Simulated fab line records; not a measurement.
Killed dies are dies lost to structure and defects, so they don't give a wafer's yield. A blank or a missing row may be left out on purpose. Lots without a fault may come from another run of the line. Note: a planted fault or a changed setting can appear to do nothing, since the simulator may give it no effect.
2 desks looking at one fault + flow n5Finfet + numbers are kept per desk, each desk with only its own; the story behind them comes last

THE TOOL OWNER'S DESK: cmp-01
The tool's own readings at N5_BEOL_M4_CMP_52 (polishes, stops on SiOC, t overpolish 6.8 s, target thk 40 nm): means of the sampled wafers that have a number, for each lot that ran on this tool. Marked OUT: a lot whose mean sits more than 4 standard deviations from the usual mean, which makes it out of limits; the brackets give that distance.
Columns: A = barrierFieldEndpointS at N5_BEOL_M4_CMP_52, usual 24.6 s; B = clearingPlatenDownForcePsi at N5_BEOL_M4_CMP_52, usual 1.500 psi; C = motorCurrentA at N5_BEOL_M4_CMP_52, usual 6.1 A; D = overpolishRunS at N5_BEOL_M4_CMP_52, usual 6.800 s; E = timeToEndpointS at N5_BEOL_M4_CMP_52, usual 62 s
| lot  | first seen here | A    | B     | C   | D     | E  |
|------|-----------------|------|-------|-----|-------|----|
| L662 | day 10 22:23    | 23.6 | 1.500 | 6.5 | 6.799 | 58 |
| L663 | day 11 00:44    | 24.5 | 1.501 | 6.5 | 6.802 | 61 |
| L665 | day 11 06:25    | 23.9 | 1.499 | 6.0 | 6.797 | 58 |
| L666 | day 11 12:13    | 24.2 | 1.498 | 6.2 | 6.795 | 61 |
| L668 | day 12 16:31    | 24.8 | 1.498 | 6.0 | 6.798 | 64 |
| L674 | day 13 05:27    | 24.6 | 1.500 | 6.1 | 6.796 | 63 |
This desk found nothing out of limits on any of the 6 lots.

THE DEFECT DESK
For each lot, the counts of the inspections along the route, averaged over the sampled wafers that have a number. Marked OUT: a lot whose mean sits more than 4 standard deviations from the usual mean, which makes it out of limits; the brackets give that distance.
Columns: A = rawDefectCount at N5_BEOL_M4_INSPECT_59, usual 74; B = rawDefectCount at N5_BEOL_M5_INSPECT_13, usual 438
| lot  | first seen here | A             | B   |
|------|-----------------|---------------|-----|
| L656 | day 9 07:43     | 62            | 387 |
| L658 | day 9 13:54     | 86            | 492 |
| L659 | day 9 22:38     | 68            | 605 |
| L662 | day 10 22:49    | 94            | 568 |
| L663 | day 11 01:21    | 100           | 513 |
| L665 | day 11 06:59    | 92            | 447 |
| L666 | day 11 12:43    | 96            | 555 |
| L668 | day 12 17:01    | 95            | 343 |
| L673 | day 13 03:49    | 70            | 406 |
| L674 | day 13 06:01    | 484 (+18) OUT | 750 |
| L678 | day 15 06:44    | 64            | 330 |
This desk finds L674 out of limits, L674 being first, at day 13 06:01 (rawDefectCount at N5_BEOL_M4_INSPECT_59). L656, L658, L659, L662, L663, L665, L666, L668, L673, L678: within limits.

BROUGHT TOGETHER
The defect desk could have raised an alarm at day 13 06:01, on L674.
Nothing out of limits was seen by the tool owner's desk.
On record at the tool owner's desk: L674, within its limits.
Every lot named ran N5_BEOL_M4_CMP_52 on cmp-01.

WHAT WAS PUT IN BY THE SIMULATOR
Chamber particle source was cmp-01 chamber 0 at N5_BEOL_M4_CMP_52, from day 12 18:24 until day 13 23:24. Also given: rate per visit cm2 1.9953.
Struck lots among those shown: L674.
Hours from the fault's start to each desk's first reading out of limits: the defect desk, 12.
